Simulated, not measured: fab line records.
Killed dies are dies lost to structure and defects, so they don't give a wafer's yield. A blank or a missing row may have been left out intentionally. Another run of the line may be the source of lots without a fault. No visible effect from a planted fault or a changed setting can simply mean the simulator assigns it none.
Lot-split experiment | flow n5Finfet | 39 wafers read across 7 lots, on a route 1938 steps long

== THE SPLIT ITSELF ==
At N5_FIN_CUT_ETCH_21 (etches SOC in N2/H2, target depth 219 nm, overetch 43.8 nm, time 523.5 s), the setting biasW was moved away from the recipe's 61 W on 12 of the 39 wafers read, by -10.6% to +11.8%. The other wafers ran this setting at the recipe's value.

The reading is taken at the split's own step.

== THE READING ==
rfVppV, in V, at N5_FIN_CUT_ETCH_21 (etches SOC in N2/H2, target depth 219 nm, overetch 43.8 nm, time 523.5 s). On this fab line, fault-free wafers typically give 240.6 V with a standard deviation of 1.3 V.

wafer  | tool, chamber at the split | biasW as run, W | against the recipe | rfVppV, V | against lot-mates on the recipe
L074.1 | rieDiel-01, 3              | 61              | recipe             | 241.3     | -
L074.2 | rieDiel-01, 1              | 54.54           | -10.6%             | 221.5     | -19.6
L074.3 | rieDiel-01, 0              | 61              | recipe             | 240.0     | -
L074.4 | rieDiel-01, 2              | 54.54           | -10.6%             | 224.0     | -17.1
L074.5 | rieDiel-01, 2              | 54.54           | -10.6%             | 224.1     | -17.0
L074.6 | rieDiel-01, 3              | 61              | recipe             | 242.0     | -
L080.1 | rieDiel-03, 2              | 61              | recipe             | 240.7     | -
L080.2 | rieDiel-03, 0              | 61              | recipe             | 239.9     | -
L080.3 | rieDiel-03, 1              | 61              | recipe             | 241.7     | -
L080.4 | rieDiel-03, 3              | 61              | recipe             | 241.0     | -
L080.5 | rieDiel-03, 3              | 61              | recipe             | 240.5     | -
L080.6 | rieDiel-03, 2              | 61              | recipe             | 241.5     | -
L081.1 | rieDiel-06, 1              | 56.62           | -7.2%              | 228.3     | -12.4
L081.2 | rieDiel-06, 3              | 56.62           | -7.2%              | 228.8     | -11.9
L081.3 | rieDiel-06, 2              | 61              | recipe             | 241.7     | -
L081.4 | rieDiel-06, 0              | 56.62           | -7.2%              | 231.0     | -9.7
L081.5 | rieDiel-06, 2              | 61              | recipe             | 240.3     | -
L081.6 | rieDiel-06, 1              | 61              | recipe             | 240.1     | -
L085.1 | rieDiel-03, 3              | 61              | recipe             | 240.2     | -
L085.2 | rieDiel-03, 2              | 61              | recipe             | 240.7     | -
L085.3 | rieDiel-03, 1              | 61              | recipe             | 241.6     | -
L085.4 | rieDiel-03, 0              | 68.19           | +11.8%             | 258.5     | +17.7
L085.5 | rieDiel-03, 1              | 68.19           | +11.8%             | 258.8     | +18.0
L085.6 | rieDiel-03, 0              | 68.19           | +11.8%             | 258.1     | +17.3
L086.1 | rieDiel-03, 3              | 61              | recipe             | 240.4     | -
L086.2 | rieDiel-03, 1              | 65.14           | +6.8%              | 252.1     | +10.8
L086.3 | rieDiel-03, 2              | 61              | recipe             | 241.7     | -
L086.4 | rieDiel-03, 0              | 65.14           | +6.8%              | 250.4     | +9.1
L086.5 | rieDiel-03, 2              | 61              | recipe             | 241.8     | -
L086.6 | rieDiel-03, 1              | 65.14           | +6.8%              | 252.3     | +11.0
L088.2 | rieDiel-03, 3              | 61              | recipe             | 238.9     | -
L088.3 | rieDiel-03, 0              | 61              | recipe             | 241.3     | -
L088.6 | rieDiel-03, 3              | 61              | recipe             | 238.7     | -
L089.1 | rieDiel-06, 2              | 61              | recipe             | 241.8     | -
L089.2 | rieDiel-06, 3              | 61              | recipe             | 239.2     | -
L089.3 | rieDiel-06, 0              | 61              | recipe             | 242.7     | -
L089.4 | rieDiel-06, 1              | 61              | recipe             | 239.0     | -
L089.5 | rieDiel-06, 2              | 61              | recipe             | 241.6     | -
L089.6 | rieDiel-06, 1              | 61              | recipe             | 240.1     | -

THE FIT
A straight line over all 39 wafers: rfVppV changes by +1.58 V for each +1% of biasW; r = +0.99; the points scatter about the line by 1.1 V.
The same after taking each lot's own level away (the mean of its wafers on the recipe; 39 wafers): +1.57 V for each +1%; r = +0.99; scatter 1 V.
Per that fit: largest biasW move, reading shift of 19 V.
Measured against the standard deviation above, the lots' own levels, which go from 239.63 to 241.30 V, span 1.3 times it.
The two slopes are in agreement: the lot-to-lot level therefore moves the slope only a little.
Check: for one of the wafers moved furthest among these (+11.8%), held out of the fit, the line's prediction against its lot-mates is +18.5 V. Against them it came out at +17.7 V.
Tool readings at the split's step, against how far the setting was moved: rfVppV r = +0.99.

== THE WHOLE CHAIN: every reading that the file lists as answering this split, in the file's order ==
step               | what it does                                                             | reading                                                                         | change (the file's fit)               | r (the file's)
N5_FIN_CUT_ETCH_21 | etches SOC in N2/H2, target depth 219 nm, overetch 43.8 nm, time 523.5 s | rfVppV                                                                          | +1.57 V for each +1% of the setting   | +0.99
N5_FIN_CUT_ETCH_21 | etches SOC in N2/H2, target depth 219 nm, overetch 43.8 nm, time 523.5 s | SiARC_of_FIN_CUT_COAT_19.thkNm (the simulator's own value, which no gauge read) | -0.051 nm for each +1% of the setting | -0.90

== THE FILE'S OWN FIT ==
rfVppV changes by +1.57 V for each +1% of biasW, r = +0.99.
